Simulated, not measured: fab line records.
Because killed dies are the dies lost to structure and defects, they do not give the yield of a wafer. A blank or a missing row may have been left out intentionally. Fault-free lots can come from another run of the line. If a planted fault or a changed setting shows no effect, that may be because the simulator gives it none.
Chamber matching	flow n5_finfet	3 sister chambers for N5_BEOL_M14_ETCH_67 on rie_diel-03
The step etches SiARC in CF4, target depth 143 nm, time 238.3 s. 3 wafers are shown with their chamber, then 7 later ones without.

WAFERS PAIRED WITH THEIR CHAMBERS
wafer	chamber	showerhead_plenum_p_Torr (Torr)
L845.3	3	2.13
L846.4	0	2.26
L846.5	2	2.12

WAFERS WHOSE CHAMBER IS MISSING
wafer	showerhead_plenum_p_Torr (Torr)
L846.6	2.13
L850.2	2.25
L850.4	2.11
L850.6	2.25
L848.1	2.11
L848.4	2.11
L848.6	2.25

EACH ONE'S CHAMBER
wafer	from the rows above	in truth
L846.6	can't be placed: 3 or 2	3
L850.2	0	0
L850.4	can't be placed: 2 or 3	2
L850.6	0	0
L848.1	can't be placed: 2 or 3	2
L848.4	can't be placed: 2 or 3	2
L848.6	0	0
3 of 7 placed correctly. Cannot be placed on the basis of these rows: 4; the candidates contain the true chamber in 4. 0 placed wrongly.
How it was worked out, from the rows above alone: a wafer's distance from a chamber is the root of the sum, over the readings, of the square of ((its reading less the chamber's mean) divided by the reading's scatter). If the next closest chamber is less than 2 further off than the closest, the wafer can't be placed; otherwise it belongs to the closest. The mean given for a chamber averages the wafers shown for that chamber. The scatter: root of mean squared gap, hidden wafer to nearest shown wafer, with one shown wafer a chamber.
